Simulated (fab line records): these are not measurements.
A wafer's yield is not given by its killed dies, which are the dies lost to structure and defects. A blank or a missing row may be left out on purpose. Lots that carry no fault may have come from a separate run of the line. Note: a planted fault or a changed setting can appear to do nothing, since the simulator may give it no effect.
Which tool is to blame? :: flow n5 finfet :: 72 wafers from 24 lots sampled at 3 of the route's 1938 steps

## WHAT EACH GAUGE READ, for each wafer
N5_HKMG_FIN_INSPECT_28: inspects for defects (darkfield). Usual: raw defect count reads 41 (standard deviation 17).
lot: L074
measured: day 4 08:14
on: defect inspect-01
raw defect count: 51 35 46
flag: 

lot: L075
measured: day 4 15:43
on: defect inspect-02
raw defect count: 39 30 32
flag: 

lot: L076
measured: day 4 18:20
on: defect inspect-02
raw defect count: 33 26 43
flag: 

lot: L077
measured: day 5 05:01
on: defect inspect-01
raw defect count: 45 29 28
flag: 

lot: L078
measured: day 5 08:19
on: defect inspect-02
raw defect count: 26 41 43
flag: 

lot: L079
measured: day 5 14:17
on: defect inspect-02
raw defect count: 58 34 52
flag: 

lot: L080
measured: day 5 18:28
on: defect inspect-01
raw defect count: 61 49 53
flag: 

lot: L081
measured: day 6 00:47
on: defect inspect-01
raw defect count: 43 23 43
flag: 

lot: L082
measured: day 6 06:54
on: defect inspect-01
raw defect count: 27 30 55
flag: 

lot: L083
measured: day 6 13:58
on: defect inspect-01
raw defect count: 41 37 56
flag: 

lot: L084
measured: day 7 09:36
on: defect inspect-02
raw defect count: 63 57 24
flag: 

lot: L085
measured: day 7 18:00
on: defect inspect-01
raw defect count: 30 42 28
flag: 

lot: L086
measured: day 8 01:05
on: defect inspect-02
raw defect count: 40 76 55
flag: 

lot: L087
measured: day 8 02:47
on: defect inspect-01
raw defect count: 30 30 41
flag: 

lot: L088
measured: day 8 07:37
on: defect inspect-01
raw defect count: 33 16 52
flag: 

lot: L089
measured: day 8 13:36
on: defect inspect-02
raw defect count: 74 42 82
flag: 

lot: L090
measured: day 8 14:32
on: defect inspect-02
raw defect count: 18 52 32
flag: 

lot: L091
measured: day 9 02:47
on: defect inspect-02
raw defect count: 27 40 53
flag: 

lot: L092
measured: day 9 04:49
on: defect inspect-02
raw defect count: 27 27 30
flag: 

lot: L093
measured: day 9 16:35
on: defect inspect-01
raw defect count: 48 35 27
flag: 

lot: L095
measured: day 10 00:59
on: defect inspect-01
raw defect count: 34 28 21
flag: 

lot: L097
measured: day 10 03:35
on: defect inspect-02
raw defect count: 35 31 24
flag: 

lot: L094
measured: day 10 06:47
on: defect inspect-02
raw defect count: 56 46 32
flag: 

lot: L096
measured: day 10 07:05
on: defect inspect-01
raw defect count: 42 34 39
flag: 

N5_GATE_CUT_CD_MEAS_13: target cd 20 nm. Usual: cd nm reads 20.06 nm (standard deviation 0.25).
lot: L074
measured: day 4 11:49
on: cd sem-03
cd nm (nm): 20.00 19.89 20.37
flag: 

lot: L075
measured: day 4 19:30
on: cd sem-02
cd nm (nm): 20.15 20.03 19.75
flag: 

lot: L076
measured: day 4 22:19
on: cd sem-02
cd nm (nm): 19.99 20.14 20.32
flag: 

lot: L077
measured: day 5 09:58
on: cd sem-01
cd nm (nm): 20.03 20.55 20.65
flag: 

lot: L078
measured: day 5 12:23
on: cd sem-02
cd nm (nm): 19.64 20.04 19.92
flag: 

lot: L079
measured: day 5 18:08
on: cd sem-03
cd nm (nm): 19.97 19.70 19.76
flag: 

lot: L080
measured: day 5 22:37
on: cd sem-02
cd nm (nm): 20.54 20.56 20.01
flag: 

lot: L081
measured: day 6 07:07
on: cd sem-03
cd nm (nm): 20.19 19.79 19.98
flag: 

lot: L082
measured: day 6 10:29
on: cd sem-03
cd nm (nm): 20.09 20.28 20.45
flag: 

lot: L083
measured: day 6 17:56
on: cd sem-03
cd nm (nm): 20.04 20.55 20.12
flag: 

lot: L084
measured: day 7 13:26
on: cd sem-01
cd nm (nm): 20.48 19.85 20.35
flag: 

lot: L085
measured: day 7 21:36
on: cd sem-03
cd nm (nm): 19.94 20.37 19.99
flag: 

lot: L086
measured: day 8 04:57
on: cd sem-01
cd nm (nm): 20.00 20.17 20.30
flag: 

lot: L087
measured: day 8 06:27
on: cd sem-03
cd nm (nm): 19.83 19.82 19.81
flag: 

lot: L088
measured: day 8 11:39
on: cd sem-02
cd nm (nm): 19.65 20.00 19.81
flag: 

lot: L089
measured: day 8 17:23
on: cd sem-01
cd nm (nm): 20.22 20.22 20.12
flag: 

lot: L090
measured: day 8 19:29
on: cd sem-01
cd nm (nm): 19.94 19.76 20.04
flag: 

lot: L091
measured: day 9 06:31
on: cd sem-02
cd nm (nm): 20.19 20.08 20.08
flag: 

lot: L092
measured: day 9 08:42
on: cd sem-02
cd nm (nm): 20.20 20.31 19.69
flag: 

lot: L093
measured: day 9 20:11
on: cd sem-03
cd nm (nm): 20.27 19.76 20.16
flag: 

lot: L095
measured: day 10 04:43
on: cd sem-03
cd nm (nm): 20.21 20.03 19.91
flag: 

lot: L097
measured: day 10 07:20
on: cd sem-01
cd nm (nm): 20.26 20.14 20.13
flag: 

lot: L094
measured: day 10 10:34
on: cd sem-03
cd nm (nm): 20.14 19.99 20.13
flag: 

lot: L096
measured: day 10 10:54
on: cd sem-03
cd nm (nm): 19.72 19.74 20.06
flag: 

N5_GATE_CUT_INSPECT_15: inspects for defects (brightfield). Usual: raw defect count reads 123 (standard deviation 41).
lot: L074
measured: day 4 11:54
on: defect inspect-01
raw defect count: 132 92 100
flag: 

lot: L075
measured: day 4 19:35
on: defect inspect-02
raw defect count: 73 70 62
flag: 

lot: L076
measured: day 4 22:24
on: defect inspect-01
raw defect count: 266 229 165
flag: 

lot: L077
measured: day 5 10:04
on: defect inspect-01
raw defect count: 159 82 169
flag: 

lot: L078
measured: day 5 12:29
on: defect inspect-01
raw defect count: 135 167 145
flag: 

lot: L079
measured: day 5 18:14
on: defect inspect-02
raw defect count: 83 75 96
flag: 

lot: L080
measured: day 5 22:42
on: defect inspect-02
raw defect count: 86 85 105
flag: 

lot: L081
measured: day 6 07:13
on: defect inspect-02
raw defect count: 98 97 102
flag: 

lot: L082
measured: day 6 10:34
on: defect inspect-01
raw defect count: 157 75 113
flag: 

lot: L083
measured: day 6 23:17
on: defect inspect-02
raw defect count: 118 161 111
flag: 

lot: L084
measured: day 7 13:31
on: defect inspect-02
raw defect count: 169 206 182
flag: 

lot: L085
measured: day 7 21:41
on: defect inspect-02
raw defect count: 159 65 102
flag: 

lot: L086
measured: day 8 05:02
on: defect inspect-01
raw defect count: 100 85 111
flag: 

lot: L087
measured: day 8 06:32
on: defect inspect-02
raw defect count: 101 106 129
flag: 

lot: L088
measured: day 8 11:44
on: defect inspect-01
raw defect count: 88 63 102
flag: 

lot: L089
measured: day 8 17:28
on: defect inspect-02
raw defect count: 108 179 103
flag: 

lot: L090
measured: day 8 19:34
on: defect inspect-01
raw defect count: 176 153 148
flag: 

lot: L091
measured: day 9 06:36
on: defect inspect-01
raw defect count: 99 140 117
flag: 

lot: L092
measured: day 9 08:47
on: defect inspect-02
raw defect count: 75 83 92
flag: 

lot: L093
measured: day 9 20:16
on: defect inspect-02
raw defect count: 121 93 96
flag: 

lot: L095
measured: day 10 04:48
on: defect inspect-01
raw defect count: 157 117 101
flag: 

lot: L097
measured: day 10 07:25
on: defect inspect-02
raw defect count: 131 107 125
flag: 

lot: L094
measured: day 10 10:40
on: defect inspect-02
raw defect count: 159 136 101
flag: 

lot: L096
measured: day 10 10:59
on: defect inspect-02
raw defect count: 176 184 163
flag: 

## TOOL THAT RAN EACH LOT (tool first, then ch and the chambers of the sampled wafers, then the start)
Record: no process step prior to these readings.

## WHAT THE TOOLS THEMSELVES READ (means of the sampled wafers that have a number; where no wafer has one, the mark that the record gives instead)
The record holds no such reading with a usual standard deviation.

## THE ANSWER, worked out from the rows above alone
Rule: take the mean of a lot's wafers that have a number; if it is more than 3 standard deviations from the usual mean, the lot is off. Also off: a lot with no number at a reading for which 4 or more lots have one. All remaining lots with rows at the step are treated as sound. After the gauges, taken in route order, come the tools' own readings; for these a lot's mean is taken, as printed above. The first step at which some lot is off is used, and at that step the reading that is off furthest; a lot without a number counts as furthest.
None of the lots is off at any reading shown; this tells nothing.

## WHAT HAD BEEN PUT IN BY THE SIMULATOR
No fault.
